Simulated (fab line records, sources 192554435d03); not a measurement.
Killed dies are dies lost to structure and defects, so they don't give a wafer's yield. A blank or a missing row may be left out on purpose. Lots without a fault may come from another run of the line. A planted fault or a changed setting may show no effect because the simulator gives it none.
A struck lot beside a sound one | flow n5_finfet | 14 steps out of a route of 1938
Sound: wafers L887.2, L887.4, L887.6. Struck: wafer L886.4. (L886.1, L886.3 of the same lot were not struck and are left out.) The cause comes at the end.
At each step with rows: each side's tool, then ch and its chambers, then its first start. Under that, the readings that differ: sound wafers | struck wafers | difference of the means | sigmas: that difference in standard deviations of wafers without a fault.
alike: readings whose means differ by less than 2 such deviations, and words and numbers that are the same on both sides. not compared: withheld readings, readings that some wafer has no value for, bounds like >300 that may hide the same value, and numbers for which the record gives no deviation and whose values overlap.
The two part at a step that has a row with sigmas, a row that says differs or no value, or rows on one side only. Numbers that don't overlap but have no deviation are shown without sigmas and don't part them. A reading that every wafer of one side lacks parts them only if that side has two wafers or more.

first, 6 steps without rows for these wafers: N5_BEOL_M7_COAT_22 (resist thk 30 nm); N5_BEOL_M7_EBR_24; N5_BEOL_M7_SOFTBAKE_23 (time 60 s); N5_BEOL_M7_EXPOSE_25 (exposes mask V6, target cd 40 nm); N5_BEOL_M7_PEB_26 (peb time 60 s); N5_BEOL_M7_DEVELOP_27 (develop time 30 s).
N5_BEOL_M7_CD_MEAS_28: target cd 40 nm.
  sound on cd_sem-02 ch 0, day 12 00:22; struck on cd_sem-02 ch 0, day 11 10:37
  alike: cd_nm
N5_BEOL_M7_OVL_MEAS_29:
  sound on overlay-01 ch 0, day 12 00:25; struck on overlay-01 ch 0, day 11 10:39
  alike: V6_OVL
N5_BEOL_M7_INSPECT_30: inspects for defects (brightfield).
  sound on defect_inspect-02, day 12 00:28; struck on defect_inspect-02, day 11 10:42
  alike: raw_defect_count
N5_BEOL_M7_DESCUM_33: chemistry O2, time 7 s.
  sound on rie_diel-02 ch 1,2,3, day 12 00:29; struck on rie_diel-05 ch 1, day 11 11:19
  alike: bias_power_w, drypump_motor_current_A, oes_product_au, rf_vpp_V, showerhead_plenum_p_Torr, throttle_valve_pct
  not compared: rf_hours_counter_h
N5_BEOL_M7_ETCH_72: etches underlayer in N2/H2, target depth 6.5 nm, time 5.2 s.
  sound on rie_diel-02 ch 1,2,3, day 12 00:32; struck on rie_diel-05 ch 1, day 11 11:21
  alike: bias_w, drypump_motor_current_A, etch_rf_on_time_s, oes_product_au, rf_vpp_V, showerhead_plenum_p_Torr, throttle_valve_pct
  not compared: rf_hours_counter_h
N5_BEOL_M7_ETCH_65: etches SiARC in CF4, target depth 15.6 nm, time 26 s.
  sound on rie_diel-02 ch 1,2,3, day 12 00:33; struck on rie_diel-05 ch 1, day 11 11:22
  alike: bias_w, drypump_motor_current_A, etch_rf_on_time_s, oes_product_au, rf_vpp_V, showerhead_plenum_p_Torr, throttle_valve_pct
  not compared: rf_hours_counter_h
N5_BEOL_M7_ETCH_66: etches SOC in N2/H2, target depth 80 nm, overetch 16 nm, time 120 s.
  sound on rie_diel-02 ch 1,2,3, day 12 00:34; struck on rie_diel-05 ch 1, day 11 11:24
  reading                                    | sound             | struck | difference | sigmas
  bias_w (W)                                 | 150.4 149.3 149.5 | 203.1  | +53.4      | +99 or more
  rf_vpp_V (V)                               | 526.5 523.7 529.2 | 634.8  | +108.3     | +43
  model.SiARC_of_BEOL_M7_COAT_64.thk_nm (nm) | 6.2 6.2 6.4       | 4      | -2         |
  alike: drypump_motor_current_A, oes_product_au, showerhead_plenum_p_Torr, throttle_valve_pct
  not compared: rf_hours_counter_h
then, 1 step without rows for these wafers: N5_BEOL_M7_STRIP_69 (strips in N2/H2).

WHERE THEY PART
Only at N5_BEOL_M7_ETCH_66, within this record.

WHY: what the simulator had put in
Process parameter drift: rie_diel-05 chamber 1, from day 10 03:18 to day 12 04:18, at N5_BEOL_M7_ETCH_66. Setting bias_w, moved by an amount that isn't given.
